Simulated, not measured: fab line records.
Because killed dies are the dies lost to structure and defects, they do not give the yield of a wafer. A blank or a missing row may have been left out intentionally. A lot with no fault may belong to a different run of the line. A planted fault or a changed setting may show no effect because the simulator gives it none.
Which tool was responsible? -- flow nand-harc -- 24 lots with 72 wafers sampled at 6 steps, on a route of 1302 steps

## WHAT THE GAUGES READ, wafer by wafer
Not one reading of a measure or inspect step in the record can be checked against a usual standard deviation.

## TOOL THAT RAN EACH LOT (tool first, then ch and the chambers of the sampled wafers, then the start)
lot,NHARC_A_STAIRCASE_STRIP_254,NHARC_A_STAIRCASE_DEP_259,NHARC_A_STAIRCASE_ETCH_451,NHARC_A_STAIRCASE_DEP_280,NHARC_A_STAIRCASE_HM_DEP_462,NHARC_A_STAIRCASE_ETCHBACK_157
L075,"plasma-asher-01 ch 0,1, day 16 07:32","pecvd-01 ch 0,2, day 16 10:11","rie-diel-03 ch 0,1,2, day 16 18:16 or earlier","pecvd-01 ch 0,2, day 16 18:16","acl-dep-01 ch 0, day 16 22:16","rie-diel-03 ch 0,1, day 19 08:19"
L074,"plasma-asher-01 ch 0,1, day 16 07:50","pecvd-02 ch 0,1, day 16 12:02","rie-diel-11 ch 0,2,3, day 16 21:26 or earlier","pecvd-01 ch 1,2, day 16 21:26","acl-dep-03 ch 0, day 17 01:44","rie-diel-13 ch 1,2, day 19 12:52"
L076,"plasma-asher-02 ch 0,1, day 16 21:06","pecvd-02 ch 0,1,2, day 17 01:46","rie-diel-13 ch 0,1,3, day 17 11:40 or earlier","pecvd-04 ch 1,2, day 17 11:40","acl-dep-02 ch 0, day 17 14:57","rie-diel-11 ch 0,3, day 19 17:46"
L077,"plasma-asher-01 ch 0,1, day 17 04:57","pecvd-01 ch 0,1, day 17 11:28","rie-diel-13 ch 1,2, day 17 17:19 or earlier","pecvd-04 ch 1,2, day 17 17:19","acl-dep-02 ch 0, day 17 20:53","rie-diel-11 ch 0,3, day 19 18:52"
L079,"plasma-asher-02 ch 0,1, day 17 22:47","pecvd-01 ch 0,2, day 18 01:28","rie-diel-03 ch 0,1, day 18 10:08 or earlier","pecvd-01 ch 0,2, day 18 10:08","acl-dep-01 ch 0, day 18 13:19","rie-diel-13 ch 1,3, day 20 20:18"
L078,"plasma-asher-01 ch 0,1, day 17 22:58","pecvd-01 ch 1,2, day 18 03:21","rie-diel-13 ch 0,2,3, day 18 11:57 or earlier","pecvd-04 ch 0,2, day 18 11:57","acl-dep-03 ch 0, day 18 17:58","rie-diel-11 ch 0,2, day 20 19:33"
L080,"plasma-asher-01 ch 0,1, day 18 17:53","pecvd-01 ch 0,2, day 18 21:07","rie-diel-13 ch 1,2,3, day 19 03:11 or earlier","pecvd-01 ch 0,1, day 19 03:11","acl-dep-01 ch 0, day 19 07:50","rie-diel-11 ch 0,1, day 21 12:58"
L081,"plasma-asher-02 ch 0,1, day 18 18:32","pecvd-04 ch 1,2, day 18 21:22","rie-diel-11 ch 0,1,3, day 19 03:19 or earlier","pecvd-01 ch 1,2, day 19 03:19","acl-dep-03 ch 0, day 19 08:57","rie-diel-11 ch 0,1,2, day 21 11:44"
L082,"plasma-asher-01 ch 0,1, day 20 00:46","pecvd-01 ch 0,1, day 20 06:10","rie-diel-11 ch 0,3, day 20 12:05 or earlier","pecvd-02 ch 0,1, day 20 12:05","acl-dep-03 ch 0, day 20 19:33","rie-diel-03 ch 1,3, day 22 22:04"
L083,"plasma-asher-01 ch 0,1, day 20 01:18","pecvd-01 ch 0,1, day 20 07:34","rie-diel-13 ch 0,2, day 20 13:54 or earlier","pecvd-01 ch 0,1, day 20 13:54","acl-dep-01 ch 0, day 20 21:47","rie-diel-03 ch 1,2,3, day 23 05:56"
L085,"plasma-asher-02 ch 0,1, day 20 10:37","pecvd-02 ch 0,1,2, day 20 13:32","rie-diel-11 ch 0,2,3, day 20 23:23 or earlier","pecvd-02 ch 0,1,2, day 20 23:23","acl-dep-02 ch 0, day 21 03:29","rie-diel-03 ch 0,1, day 23 08:31"
L084,"plasma-asher-01 ch 0,1, day 20 10:44","pecvd-04 ch 0,1,2, day 20 13:43","rie-diel-11 ch 0,1,3, day 20 23:31 or earlier","pecvd-01 ch 0,1, day 20 23:31","acl-dep-01 ch 0, day 21 03:44","rie-diel-03 ch 1,2,3, day 23 05:40"
L086,"plasma-asher-01 ch 0,1, day 21 12:00","pecvd-02 ch 0,2, day 21 17:32","rie-diel-13 ch 1,3, day 22 01:21 or earlier","pecvd-01 ch 0,1,2, day 22 01:21","acl-dep-03 ch 0, day 22 07:41","rie-diel-13 ch 0,3, day 24 13:35"
L087,"plasma-asher-02 ch 0,1, day 22 02:40","pecvd-01 ch 0,1, day 22 06:46","rie-diel-11 ch 1,2,3, day 22 12:58 or earlier","pecvd-01 ch 0,2, day 22 12:58","acl-dep-02 ch 0, day 22 17:42","rie-diel-03 ch 1,2,3, day 24 23:46"
L089,"plasma-asher-01 ch 0,1, day 22 02:55","pecvd-02 ch 1,2, day 22 07:25","rie-diel-13 ch 0,2,3, day 22 13:50 or earlier","pecvd-04 ch 0,1,2, day 22 13:50","acl-dep-01 ch 0, day 22 19:08","rie-diel-13 ch 0,1,3, day 24 23:56"
L088,"plasma-asher-02 ch 0,1, day 22 04:20","pecvd-02 ch 0,1,2, day 22 11:09","rie-diel-11 ch 0,3, day 22 17:49 or earlier","pecvd-02 ch 0,1,2, day 22 17:49","acl-dep-01 ch 0, day 23 00:29","rie-diel-11 ch 1,2,3, day 25 09:23"
L090,"plasma-asher-02 ch 0,1, day 22 15:11","pecvd-02 ch 0,1,2, day 22 18:23","rie-diel-11 ch 2,3, day 23 02:19 or earlier","pecvd-04 ch 0,1, day 23 02:19","acl-dep-01 ch 0, day 23 05:53","rie-diel-11 ch 0,1,3, day 25 09:04"
L091,"plasma-asher-02 ch 1, day 23 13:33","pecvd-04 ch 0,2, day 23 16:17","rie-diel-13 ch 0,1,3, day 24 02:28 or earlier","pecvd-04 ch 0,1, day 24 02:28","acl-dep-02 ch 0, day 24 06:04","rie-diel-03 ch 0,3, day 26 08:34"
L092,"plasma-asher-01 ch 0,1, day 23 19:32","pecvd-02 ch 0,1, day 24 03:17","rie-diel-13 ch 0,3, day 24 11:25 or earlier","pecvd-01 ch 1,2, day 24 11:25","acl-dep-03 ch 0, day 24 14:32","rie-diel-03 ch 0,3, day 26 20:56"
L093,"plasma-asher-02 ch 0,1, day 23 19:43","pecvd-04 ch 0,2, day 24 04:18","rie-diel-11 ch 0,2,3, day 24 13:14 or earlier","pecvd-02 ch 0,2, day 24 13:14","acl-dep-02 ch 0, day 24 16:48","rie-diel-13 ch 1,3, day 26 20:56"
L094,"plasma-asher-02 ch 0, day 24 07:26","pecvd-04 ch 0,1,2, day 24 12:40","rie-diel-11 ch 1,3, day 24 18:41 or earlier","pecvd-04 ch 0,1,2, day 24 18:41","acl-dep-01 ch 0, day 24 23:22","rie-diel-03 ch 0,2,3, day 26 23:50"
L095,"plasma-asher-01 ch 0,1, day 25 04:37","pecvd-04 ch 0,1,2, day 25 07:17","rie-diel-13 ch 0,2,3, day 25 16:31 or earlier","pecvd-01 ch 0,2, day 25 16:31","acl-dep-01 ch 0, day 25 22:01","rie-diel-13 ch 0,1, day 28 00:37"
L096,"plasma-asher-01 ch 0,1, day 25 13:02","pecvd-01 ch 0,1, day 25 18:18","rie-diel-13 ch 0,1,2, day 26 02:24 or earlier","pecvd-02 ch 0,1,2, day 26 02:24","acl-dep-03 ch 0, day 26 05:45","rie-diel-13 ch 0,1,2, day 28 06:59"
L097,"plasma-asher-02 ch 0,1, day 25 20:16","pecvd-04 ch 0,1, day 26 01:49","rie-diel-13 ch 1,2,3, day 26 07:52 or earlier","pecvd-01 ch 0,1,2, day 26 07:52","acl-dep-01 ch 0, day 26 11:50","rie-diel-13 ch 0,2,3, day 28 19:40"
- NHARC_A_STAIRCASE_STRIP_254: strips in O2.
- NHARC_A_STAIRCASE_DEP_259: deposits SiON, target thk 30 nm.
- NHARC_A_STAIRCASE_ETCH_451: etches the open film in CF4/O2, target depth 30 nm, overetch 3 nm, time 16.5 s.
- NHARC_A_STAIRCASE_DEP_280: deposits SiON, target thk 30 nm.
- NHARC_A_STAIRCASE_HM_DEP_462: deposits aC, target thk 800 nm.
- NHARC_A_STAIRCASE_ETCHBACK_157: etches the open film in CH3F/O2, target depth 90 nm, time 167.14 s.

## WHAT THE TOOLS THEMSELVES READ (means of the sampled wafers that have a number; where no wafer has one, the mark that the record gives instead)
NHARC_A_STAIRCASE_STRIP_254. Usual: drypump-motor-current-A 5.6 A, standard deviation 0.54; heater-power-w 310 W, standard deviation 30.
lot,tool,drypump-motor-current-A (A),heater-power-w (W),flag
L075,plasma-asher-01,5.1,329,
L074,plasma-asher-01,5.1,328,
L076,plasma-asher-02,6.0,269,
L077,plasma-asher-01,5.5,321,
L079,plasma-asher-02,6.1,297,
L078,plasma-asher-01,5.1,323,
L080,plasma-asher-01,5.5,327,
L081,plasma-asher-02,6.1,298,
L082,plasma-asher-01,5.5,329,
L083,plasma-asher-01,5.2,329,
L085,plasma-asher-02,6.0,306,
L084,plasma-asher-01,5.5,325,
L086,plasma-asher-01,5.5,327,
L087,plasma-asher-02,6.0,306,
L089,plasma-asher-01,5.1,325,
L088,plasma-asher-02,6.1,302,
L090,plasma-asher-02,6.0,303,
L091,plasma-asher-02,6.2,324,
L092,plasma-asher-01,5.5,331,
L093,plasma-asher-02,6.0,280,
L094,plasma-asher-02,5.9,254,
L095,plasma-asher-01,5.1,329,
L096,plasma-asher-01,5.1,328,
L097,plasma-asher-02,6.0,282,

NHARC_A_STAIRCASE_DEP_259. Usual: 686 W for heater-power-w, sd 93.
lot,tool,heater-power-w (W),flag
L075,pecvd-01,636,
L074,pecvd-02,671,
L076,pecvd-02,689,
L077,pecvd-01,720,
L079,pecvd-01,660,
L078,pecvd-01,740,
L080,pecvd-01,631,
L081,pecvd-04,646,
L082,pecvd-01,732,
L083,pecvd-01,749,
L085,pecvd-02,610,
L084,pecvd-04,693,
L086,pecvd-02,633,
L087,pecvd-01,729,
L089,pecvd-02,644,
L088,pecvd-02,652,
L090,pecvd-02,658,
L091,pecvd-04,720,
L092,pecvd-02,673,
L093,pecvd-04,795,
L094,pecvd-04,680,
L095,pecvd-04,705,
L096,pecvd-01,767,
L097,pecvd-04,699,

NHARC_A_STAIRCASE_ETCH_451. Usual: chamber-pressure-mTorr 30.004 mTorr, standard deviation 0.03; drypump-motor-current-A 5.7 A, standard deviation 0.57; o2-flow-sccm 20.00 sccm, standard deviation 0.063; oes_o_777_au 1.000 a.u., standard deviation 0.0044; oes-product-au 0.999 a.u., standard deviation 0.012; rf-vpp-V 197.9 V, standard deviation 1.6; showerhead-plenum-p-Torr 1.34 Torr, standard deviation 0.067; throttle-valve-pct 13.398 %, standard deviation 0.0083.
lot,tool,chamber-pressure-mTorr (mTorr),drypump-motor-current-A (A),o2-flow-sccm (sccm),oes_o_777_au (a.u.),oes-product-au (a.u.),rf-vpp-V (V),showerhead-plenum-p-Torr (Torr),throttle-valve-pct (%),flag
L075,rie-diel-03,29.996,5.3,20.02,1.002,1.001,195.4,1.29,13.401,
L074,rie-diel-11,30.004,5.8,19.93,1.000,1.011,198.8,1.39,13.402,
L076,rie-diel-13,29.961,5.5,20.01,0.996,0.998,198.3,1.35,13.401,
L077,rie-diel-13,29.982,5.1,19.97,0.997,0.990,197.2,1.30,13.392,
L079,rie-diel-03,29.997,5.2,20.02,1.002,1.009,197.1,1.27,13.408,
L078,rie-diel-13,30.031,5.8,20.03,1.002,1.000,197.8,1.34,13.403,
L080,rie-diel-13,29.958,5.2,20.02,0.997,1.002,197.6,1.34,13.395,
L081,rie-diel-11,29.990,6.2,19.98,0.998,0.996,199.5,1.39,13.398,
L082,rie-diel-11,30.011,6.1,20.01,1.000,0.995,198.4,1.42,13.405,
L083,rie-diel-13,29.998,5.9,19.97,1.005,1.012,197.2,1.29,13.402,
L085,rie-diel-11,30.013,5.8,20.04,0.999,0.993,198.9,1.38,13.395,
L084,rie-diel-11,29.995,6.2,19.98,0.999,1.000,198.8,1.39,13.399,
L086,rie-diel-13,30.030,5.1,19.98,1.002,0.992,197.4,1.38,13.395,
L087,rie-diel-11,29.975,5.9,19.96,0.999,0.996,199.1,1.34,13.395,
L089,rie-diel-13,29.995,5.8,19.99,1.005,1.001,198.3,1.34,13.402,
L088,rie-diel-11,29.982,6.1,19.95,1.003,0.992,199.2,1.42,13.398,
L090,rie-diel-11,29.999,5.6,20.03,1.001,0.993,197.9,1.33,13.392,
L091,rie-diel-13,29.968,5.5,19.98,0.999,0.999,197.4,1.34,13.391,
L092,rie-diel-13,30.001,5.6,20.05,0.999,0.995,198.8,1.39,13.405,
L093,rie-diel-11,30.011,5.8,20.09,0.999,0.986,198.5,1.37,13.398,
L094,rie-diel-11,30.010,6.3,20.02,0.996,0.979,198.3,1.35,13.403,
L095,rie-diel-13,29.992,5.8,19.99,1.001,0.994,196.3,1.33,13.400,
L096,rie-diel-13,30.005,5.6,20.00,1.003,0.998,196.2,1.28,13.397,
L097,rie-diel-13,29.992,5.2,20.00,0.998,1.001,197.7,1.32,13.395,

NHARC_A_STAIRCASE_DEP_280. Usual: 696 W for heater-power-w, sd 90.
lot,tool,heater-power-w (W),flag
L075,pecvd-01,674,
L074,pecvd-01,675,
L076,pecvd-04,661,
L077,pecvd-04,638,
L079,pecvd-01,585,
L078,pecvd-04,852,
L080,pecvd-01,692,
L081,pecvd-01,736,
L082,pecvd-02,687,
L083,pecvd-01,754,
L085,pecvd-02,654,
L084,pecvd-01,737,
L086,pecvd-01,728,
L087,pecvd-01,678,
L089,pecvd-04,684,
L088,pecvd-02,680,
L090,pecvd-04,730,
L091,pecvd-04,744,
L092,pecvd-01,691,
L093,pecvd-02,574,
L094,pecvd-04,728,
L095,pecvd-01,657,
L096,pecvd-02,664,
L097,pecvd-01,698,

NHARC_A_STAIRCASE_HM_DEP_462. Usual: 34.999 % for throttle-valve-pct, sd 0.0091.
lot,tool,throttle-valve-pct (%),flag
L075,acl-dep-01,35.002,
L074,acl-dep-03,35.008,
L076,acl-dep-02,34.994,
L077,acl-dep-02,34.996,
L079,acl-dep-01,35.000,
L078,acl-dep-03,34.993,
L080,acl-dep-01,35.012,
L081,acl-dep-03,34.996,
L082,acl-dep-03,34.997,
L083,acl-dep-01,35.008,
L085,acl-dep-02,35.001,
L084,acl-dep-01,34.997,
L086,acl-dep-03,35.001,
L087,acl-dep-02,34.993,
L089,acl-dep-01,34.996,
L088,acl-dep-01,35.001,
L090,acl-dep-01,35.003,
L091,acl-dep-02,35.000,
L092,acl-dep-03,35.011,
L093,acl-dep-02,35.001,
L094,acl-dep-01,34.997,
L095,acl-dep-01,34.996,
L096,acl-dep-03,34.998,
L097,acl-dep-01,35.001,

NHARC_A_STAIRCASE_ETCHBACK_157. Usual: chamber-pressure-mTorr is 25.002 mTorr with standard deviation 0.025, drypump-motor-current-A is 5.6 A with standard deviation 0.55, o2-flow-sccm is 30.00 sccm with standard deviation 0.088, oes-product-au is 0.980 a.u. with standard deviation 0.028, rf-vpp-V is 244.1 V with standard deviation 1.8, showerhead-plenum-p-Torr is 2.44 Torr with standard deviation 0.12, and throttle-valve-pct is 20.663 % with standard deviation 0.0083.
lot,tool,chamber-pressure-mTorr (mTorr),drypump-motor-current-A (A),o2-flow-sccm (sccm),oes-product-au (a.u.),rf-vpp-V (V),showerhead-plenum-p-Torr (Torr),throttle-valve-pct (%),flag
L075,rie-diel-03,25.007,5.2,30.04,0.985,242.5,2.33,20.664,
L074,rie-diel-13,25.028,5.0,30.02,0.994,243.4,2.37,20.658,
L076,rie-diel-11,24.993,6.1,29.91,0.989,246.3,2.63,20.665,
L077,rie-diel-11,25.004,6.1,29.98,0.997,245.9,2.63,20.666,
L079,rie-diel-13,24.993,5.1,30.01,0.925,245.7,2.55,20.660,
L078,rie-diel-11,24.984,5.8,29.96,1.007,244.9,2.53,20.667,
L080,rie-diel-11,24.986,6.2,30.05,0.981,245.0,2.48,20.669,
L081,rie-diel-11,25.020,5.9,30.00,0.979,244.9,2.47,20.660,
L082,rie-diel-03,24.998,5.5,29.98,0.994,244.5,2.42,20.660,
L083,rie-diel-03,24.977,5.4,30.15,0.997,244.2,2.41,20.658,
L085,rie-diel-03,24.978,4.9,30.02,0.999,242.0,2.29,20.661,
L084,rie-diel-03,25.007,5.5,29.96,0.951,243.7,2.41,20.663,
L086,rie-diel-13,25.004,6.1,29.92,0.989,244.5,2.47,20.674,
L087,rie-diel-03,24.992,5.5,30.03,0.941,244.4,2.41,20.660,
L089,rie-diel-13,24.991,5.5,30.05,0.997,245.0,2.46,20.668,
L088,rie-diel-11,25.007,5.9,29.91,0.969,244.2,2.46,20.672,
L090,rie-diel-11,24.999,6.2,29.94,0.990,245.2,2.54,20.661,
L091,rie-diel-03,24.996,5.5,30.00,0.995,243.9,2.39,20.671,
L092,rie-diel-03,24.996,5.5,30.11,0.928,243.1,2.38,20.658,
L093,rie-diel-13,25.012,4.9,30.12,0.965,244.7,2.45,20.670,
L094,rie-diel-03,25.018,5.7,29.99,0.999,243.6,2.42,20.664,
L095,rie-diel-13,24.993,5.9,30.04,1.004,243.7,2.37,20.665,
L096,rie-diel-13,24.997,5.6,29.94,0.923,242.7,2.36,20.662,
L097,rie-diel-13,25.028,5.8,29.99,1.008,244.4,2.44,20.655,

## THE ANSWER, worked out from the rows above alone
Rule: take the mean of a lot's wafers that have a number; if it is more than 3 standard deviations from the usual mean, the lot is off. Also off: a lot with no number at a reading for which 4 or more lots have one. Where the step has rows for the other lots, those lots are counted as sound. The gauges are gone through in route order, then the tools' own readings, and for those a lot's mean is taken as printed above. At the first step where some lot is off, the reading lying furthest off is the one used; lots without a number count as furthest.
None of the lots is off at any reading shown; this tells nothing.

## WHAT HAD BEEN PUT IN BY THE SIMULATOR
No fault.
